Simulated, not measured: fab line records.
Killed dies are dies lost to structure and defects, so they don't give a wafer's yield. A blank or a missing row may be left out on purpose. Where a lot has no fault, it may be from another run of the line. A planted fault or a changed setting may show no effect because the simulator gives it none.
What tool caused it? | flow nandHarc | 24 lots with 72 wafers sampled at 6 steps, on a route of 1159 steps

== WHAT THE GAUGES READ, wafer by wafer ==
NHARC_A_M1_INSPECT_27.
lot  | measured     | on               | rawDefectCount
L074 | day 18 09:48 | defectInspect-01 | 404 346 391
L076 | day 18 10:42 | defectInspect-02 | 393 413 366
L075 | day 18 11:01 | defectInspect-02 | 331 460 529
L077 | day 18 22:41 | defectInspect-01 | 534 326 382
L079 | day 18 23:31 | defectInspect-02 | 292 327 230
L078 | day 19 09:47 | defectInspect-02 | 279 318 380
L082 | day 19 17:17 | defectInspect-02 | 436 328 333
L081 | day 19 19:21 | defectInspect-02 | 537 572 575
L080 | day 19 22:44 | defectInspect-02 | 475 528 384
L083 | day 20 07:51 | defectInspect-02 | 365 362 351
L084 | day 20 13:03 | defectInspect-01 | 438 407 407
L088 | day 20 15:26 | defectInspect-02 | 548 350 408
L087 | day 20 16:15 | defectInspect-02 | 440 434 315
L086 | day 20 19:59 | defectInspect-02 | 393 372 341
L085 | day 21 05:19 | defectInspect-02 | 545 498 362
L089 | day 21 19:55 | defectInspect-02 | 363 424 329
L091 | day 22 00:53 | defectInspect-02 | 387 599 549
L090 | day 22 02:01 | defectInspect-02 | 469 545 467
L092 | day 22 02:46 | defectInspect-02 | 330 515 248
L093 | day 22 10:24 | defectInspect-02 | 417 341 451
L094 | day 22 11:20 | defectInspect-01 | 453 400 391
L095 | day 22 19:35 | defectInspect-01 | 457 417 516
L096 | day 22 19:49 | defectInspect-02 | 497 354 568
L097 | day 24 06:27 | defectInspect-02 | 387 360 326

== WHAT TOOL EACH LOT RAN ON (gives the tool, then ch and the chambers of the sampled wafers, and finally the start) ==
lot  | NHARC_A_BLC_PVD_32                     | NHARC_A_M0_PRE_CLEAN_29                | NHARC_A_M0_PVD_21                      | NHARC_A_M0_DEP_32               | NHARC_A_M1_STRIP_18
L074 | pvdSputter-02, day 18 05:54 or earlier | pvdSputter-03, day 18 05:54 or earlier | pvdSputter-03, day 18 05:54 or earlier | pecvd-04 ch 0,2, day 18 05:54   | rieDiel-12 ch 0,1,2, day 18 07:37
L076 | pvdSputter-03, day 18 06:44 or earlier | pvdSputter-03, day 18 06:44 or earlier | pvdSputter-03, day 18 06:44 or earlier | pecvd-03 ch 0,1,2, day 18 06:44 | rieDiel-09 ch 1,2, day 18 08:29
L075 | pvdSputter-01, day 18 06:58 or earlier | pvdSputter-01, day 18 06:58 or earlier | pvdSputter-01, day 18 06:58 or earlier | pecvd-04 ch 1,2, day 18 06:58   | rieDiel-06 ch 0,2,3, day 18 08:47
L077 | pvdSputter-02, day 18 18:29 or earlier | pvdSputter-01, day 18 18:29 or earlier | pvdSputter-01, day 18 18:29 or earlier | pecvd-04 ch 0,1,2, day 18 18:29 | rieDiel-06 ch 0,1,2, day 18 20:12
L079 | pvdSputter-03, day 18 19:17 or earlier | pvdSputter-03, day 18 19:17 or earlier | pvdSputter-03, day 18 19:17 or earlier | pecvd-04 ch 0,1,2, day 18 19:17 | rieDiel-06 ch 0,1,2, day 18 20:59
L078 | pvdSputter-01, day 19 05:37 or earlier | pvdSputter-03, day 19 05:37 or earlier | pvdSputter-03, day 19 05:37 or earlier | pecvd-03 ch 0,2, day 19 05:37   | rieDiel-06 ch 0,1,3, day 19 07:38
L082 | pvdSputter-03, day 19 12:53 or earlier | pvdSputter-02, day 19 12:53 or earlier | pvdSputter-02, day 19 12:53 or earlier | pecvd-04 ch 0,1, day 19 12:53   | rieDiel-12 ch 0,2,3, day 19 14:50
L081 | pvdSputter-02, day 19 14:52 or earlier | pvdSputter-01, day 19 14:52 or earlier | pvdSputter-01, day 19 14:52 or earlier | pecvd-01 ch 0,1, day 19 14:52   | rieDiel-12 ch 0,1,3, day 19 16:44
L080 | pvdSputter-03, day 19 18:05 or earlier | pvdSputter-03, day 19 18:05 or earlier | pvdSputter-03, day 19 18:05 or earlier | pecvd-04 ch 1,2, day 19 18:05   | rieDiel-09 ch 0,2,3, day 19 19:53
L083 | pvdSputter-02, day 20 03:46 or earlier | pvdSputter-03, day 20 03:46 or earlier | pvdSputter-02, day 20 03:46 or earlier | pecvd-01 ch 0,2, day 20 03:46   | rieDiel-09 ch 0,1, day 20 05:35
L084 | pvdSputter-03, day 20 08:37 or earlier | pvdSputter-02, day 20 08:37 or earlier | pvdSputter-02, day 20 08:37 or earlier | pecvd-04 ch 1,2, day 20 08:37   | rieDiel-12 ch 0,1,3, day 20 10:19
L088 | pvdSputter-02, day 20 11:23 or earlier | pvdSputter-02, day 20 11:23 or earlier | pvdSputter-02, day 20 11:23 or earlier | pecvd-01 ch 0,2, day 20 11:23   | rieDiel-09 ch 0,2, day 20 13:10
L087 | pvdSputter-01, day 20 12:12 or earlier | pvdSputter-01, day 20 12:12 or earlier | pvdSputter-01, day 20 12:12 or earlier | pecvd-04 ch 0,1,2, day 20 12:12 | rieDiel-06 ch 0,3, day 20 13:59
L086 | pvdSputter-01, day 20 15:59 or earlier | pvdSputter-01, day 20 15:59 or earlier | pvdSputter-01, day 20 15:59 or earlier | pecvd-03 ch 0,1,2, day 20 15:59 | rieDiel-06 ch 0,1,2, day 20 17:50
L085 | pvdSputter-02, day 21 01:13 or earlier | pvdSputter-02, day 21 01:13 or earlier | pvdSputter-02, day 21 01:13 or earlier | pecvd-01 ch 0,2, day 21 01:13   | rieDiel-09 ch 0,1,2, day 21 03:10
L089 | pvdSputter-03, day 21 15:43 or earlier | pvdSputter-01, day 21 15:43 or earlier | pvdSputter-01, day 21 15:43 or earlier | pecvd-03 ch 0,1,2, day 21 15:43 | rieDiel-06 ch 0,3, day 21 17:41
L091 | pvdSputter-03, day 21 20:51 or earlier | pvdSputter-01, day 21 20:51 or earlier | pvdSputter-01, day 21 20:51 or earlier | pecvd-03 ch 0,1,2, day 21 20:51 | rieDiel-09 ch 2,3, day 21 22:40
L090 | pvdSputter-03, day 21 21:58 or earlier | pvdSputter-02, day 21 21:58 or earlier | pvdSputter-02, day 21 21:58 or earlier | pecvd-01 ch 1,2, day 21 21:58   | rieDiel-06 ch 1,3, day 21 23:44
L092 | pvdSputter-02, day 21 22:20 or earlier | pvdSputter-01, day 21 22:20 or earlier | pvdSputter-01, day 21 22:20 or earlier | pecvd-04 ch 1,2, day 21 22:20   | rieDiel-06 ch 1,3, day 22 00:23
L093 | pvdSputter-03, day 22 06:24 or earlier | pvdSputter-01, day 22 06:24 or earlier | pvdSputter-01, day 22 06:24 or earlier | pecvd-01 ch 0,1, day 22 06:24   | rieDiel-09 ch 2,3, day 22 08:10
L094 | pvdSputter-03, day 22 07:26 or earlier | pvdSputter-03, day 22 07:26 or earlier | pvdSputter-03, day 22 07:26 or earlier | pecvd-01 ch 0,1,2, day 22 07:26 | rieDiel-09 ch 2,3, day 22 09:08
L095 | pvdSputter-02, day 22 15:32 or earlier | pvdSputter-02, day 22 15:32 or earlier | pvdSputter-02, day 22 15:32 or earlier | pecvd-04 ch 0,2, day 22 15:32   | rieDiel-06 ch 0,1,3, day 22 17:19
L096 | pvdSputter-02, day 22 15:48 or earlier | pvdSputter-03, day 22 15:48 or earlier | pvdSputter-03, day 22 15:48 or earlier | pecvd-01 ch 0,2, day 22 15:48   | rieDiel-12 ch 0,1,3, day 22 17:33
L097 | pvdSputter-01, day 24 02:07 or earlier | pvdSputter-03, day 24 02:07 or earlier | pvdSputter-03, day 24 02:07 or earlier | pecvd-04 ch 1,2, day 24 02:07   | rieDiel-09 ch 1,2,3, day 24 03:53
- NHARC_A_BLC_PVD_32: deposits Ti, target thk 5 nm, time 17.7 s.
- NHARC_A_M0_PRE_CLEAN_29: time 30 s.
- NHARC_A_M0_PVD_21: deposits Cu, target thk 30 nm, time 20.49 s.
- NHARC_A_M0_DEP_32: deposits SiCN, target thk 30 nm.
- NHARC_A_M1_STRIP_18: strips in N2/H2.

== AS READ BY THE TOOLS THEMSELVES (means over the sampled wafers that have a number; for cases with no such wafer, the mark the record gives instead) ==
NHARC_A_BLC_PVD_32.
lot  | tool          | throttleValvePct (%)
L074 | pvdSputter-02 | 29.9
L076 | pvdSputter-03 | 30.0
L075 | pvdSputter-01 | 30.3
L077 | pvdSputter-02 | 30.5
L079 | pvdSputter-03 | 30.0
L078 | pvdSputter-01 | 30.6
L082 | pvdSputter-03 | 29.9
L081 | pvdSputter-02 | 29.3
L080 | pvdSputter-03 | 29.9
L083 | pvdSputter-02 | 30.4
L084 | pvdSputter-03 | 30.2
L088 | pvdSputter-02 | 29.2
L087 | pvdSputter-01 | 30.6
L086 | pvdSputter-01 | 30.6
L085 | pvdSputter-02 | 30.5
L089 | pvdSputter-03 | 30.3
L091 | pvdSputter-03 | 29.9
L090 | pvdSputter-03 | 29.9
L092 | pvdSputter-02 | 30.9
L093 | pvdSputter-03 | 29.6
L094 | pvdSputter-03 | 29.6
L095 | pvdSputter-02 | 30.5
L096 | pvdSputter-02 | 30.1
L097 | pvdSputter-01 | 30.1

NHARC_A_M0_PRE_CLEAN_29.
lot  | tool          | heaterPowerW (W)
L074 | pvdSputter-03 | 422
L076 | pvdSputter-03 | 419
L075 | pvdSputter-01 | 440
L077 | pvdSputter-01 | 443
L079 | pvdSputter-03 | 415
L078 | pvdSputter-03 | 409
L082 | pvdSputter-02 | 426
L081 | pvdSputter-01 | 407
L080 | pvdSputter-03 | 412
L083 | pvdSputter-03 | 418
L084 | pvdSputter-02 | 406
L088 | pvdSputter-02 | 395
L087 | pvdSputter-01 | 462
L086 | pvdSputter-01 | 409
L085 | pvdSputter-02 | 415
L089 | pvdSputter-01 | 428
L091 | pvdSputter-01 | 429
L090 | pvdSputter-02 | 423
L092 | pvdSputter-01 | 442
L093 | pvdSputter-01 | 443
L094 | pvdSputter-03 | 417
L095 | pvdSputter-02 | 438
L096 | pvdSputter-03 | 417
L097 | pvdSputter-03 | 415

NHARC_A_M0_PVD_21.
lot  | tool          | throttleValvePct (%)
L074 | pvdSputter-03 | 30.1
L076 | pvdSputter-03 | 30.1
L075 | pvdSputter-01 | 30.4
L077 | pvdSputter-01 | 30.7
L079 | pvdSputter-03 | 30.0
L078 | pvdSputter-03 | 30.0
L082 | pvdSputter-02 | 29.9
L081 | pvdSputter-01 | 30.7
L080 | pvdSputter-03 | 30.0
L083 | pvdSputter-02 | 30.4
L084 | pvdSputter-02 | 29.9
L088 | pvdSputter-02 | 30.4
L087 | pvdSputter-01 | 30.2
L086 | pvdSputter-01 | 30.8
L085 | pvdSputter-02 | 30.5
L089 | pvdSputter-01 | 30.6
L091 | pvdSputter-01 | 30.8
L090 | pvdSputter-02 | 30.3
L092 | pvdSputter-01 | 30.6
L093 | pvdSputter-01 | 30.7
L094 | pvdSputter-03 | 29.6
L095 | pvdSputter-02 | 29.8
L096 | pvdSputter-03 | 30.0
L097 | pvdSputter-03 | 30.1

NHARC_A_M0_DEP_32.
lot  | tool     | heaterPowerW (W) | showerheadVppV (V)
L074 | pecvd-04 | 576              | 1322
L076 | pecvd-03 | 669              | 1291
L075 | pecvd-04 | 598              | 1306
L077 | pecvd-04 | 599              | 1347
L079 | pecvd-04 | 619              | 1352
L078 | pecvd-03 | 703              | 1295
L082 | pecvd-04 | 610              | 1382
L081 | pecvd-01 | 575              | 1348
L080 | pecvd-04 | 631              | 1305
L083 | pecvd-01 | 449              | 1357
L084 | pecvd-04 | 622              | 1303
L088 | pecvd-01 | 467              | 1370
L087 | pecvd-04 | 588              | 1335
L086 | pecvd-03 | 654              | 1295
L085 | pecvd-01 | 460              | 1369
L089 | pecvd-03 | 667              | 1298
L091 | pecvd-03 | 662              | 1299
L090 | pecvd-01 | 506              | 1344
L092 | pecvd-04 | 621              | 1311
L093 | pecvd-01 | 608              | 1346
L094 | pecvd-01 | 544              | 1353
L095 | pecvd-04 | 557              | 1342
L096 | pecvd-01 | 565              | 1377
L097 | pecvd-04 | 652              | 1315

NHARC_A_M1_STRIP_18.
lot  | tool       | drypumpMotorCurrentA (A) | oesProductAu (a.u.) | rfVppV (V) | showerheadPlenumPTorr (Torr) | throttleValvePct (%)
L074 | rieDiel-12 | 5.5                      | 1.000               | 90.9       | 2.07                         | 14.171
L076 | rieDiel-09 | 5.3                      | 0.987               | 90.9       | 2.08                         | 14.170
L075 | rieDiel-06 | 6.3                      | 0.988               | 91.2       | 2.09                         | 14.163
L077 | rieDiel-06 | 6.1                      | 0.992               | 90.4       | 2.09                         | 14.165
L079 | rieDiel-06 | 6.1                      | 0.995               | 91.5       | 2.09                         | 14.170
L078 | rieDiel-06 | 6.1                      | 0.994               | 91.4       | 2.10                         | 14.174
L082 | rieDiel-12 | 5.8                      | 0.990               | 91.6       | 2.16                         | 14.173
L081 | rieDiel-12 | 5.6                      | 1.000               | 90.2       | 2.07                         | 14.173
L080 | rieDiel-09 | 5.3                      | 1.003               | 90.4       | 2.13                         | 14.166
L083 | rieDiel-09 | 5.5                      | 0.997               | 91.7       | 2.11                         | 14.159
L084 | rieDiel-12 | 5.7                      | 1.002               | 91.0       | 2.07                         | 14.170
L088 | rieDiel-09 | 5.1                      | 1.009               | 91.1       | 2.10                         | 14.170
L087 | rieDiel-06 | 6.5                      | 1.000               | 90.9       | 2.01                         | 14.172
L086 | rieDiel-06 | 6.1                      | 1.005               | 91.5       | 2.09                         | 14.173
L085 | rieDiel-09 | 5.4                      | 0.994               | 90.6       | 2.09                         | 14.178
L089 | rieDiel-06 | 6.5                      | 0.997               | 91.0       | 2.01                         | 14.176
L091 | rieDiel-09 | 5.2                      | 0.994               | 91.5       | 2.12                         | 14.165
L090 | rieDiel-06 | 5.6                      | 1.001               | 91.5       | 2.18                         | 14.176
L092 | rieDiel-06 | 5.7                      | 0.999               | 90.8       | 2.18                         | 14.181
L093 | rieDiel-09 | 5.2                      | 0.998               | 91.9       | 2.12                         | 14.168
L094 | rieDiel-09 | 5.4                      | 1.001               | 91.2       | 2.15                         | 14.168
L095 | rieDiel-06 | 6.0                      | 0.993               | 91.5       | 2.10                         | 14.176
L096 | rieDiel-12 | 5.6                      | 0.997               | 89.6       | 2.07                         | 14.169
L097 | rieDiel-09 | 5.5                      | 1.004               | 90.3       | 2.11                         | 14.176

== THE ANSWER, worked out from the rows above alone ==
Rule: what is usual is taken from the lots themselves. Put in order of their means at a reading, lots are off if they are a third of the lots or fewer, leave a main group of 4 or more, and stand apart from it by a gap of 3 or more times the standard deviation of the main group's means; of several such gaps the widest counts. The tables above print the reading to a certain number of digits; a main group whose means all agree to those digits is not used. A lot without any number at a reading at which 4 lots or more have one is off too. Any other lot the step has rows for is counted as sound. The gauges are gone through in route order, then the tools' own readings, and for those a lot's mean is taken as printed above. At the first step where some lot is off, the reading lying furthest off is the one used; lots without a number count as furthest.
No lot is off on any of the readings shown, so nothing can be concluded from this.

== WHAT THE SIMULATOR HAD INSERTED ==
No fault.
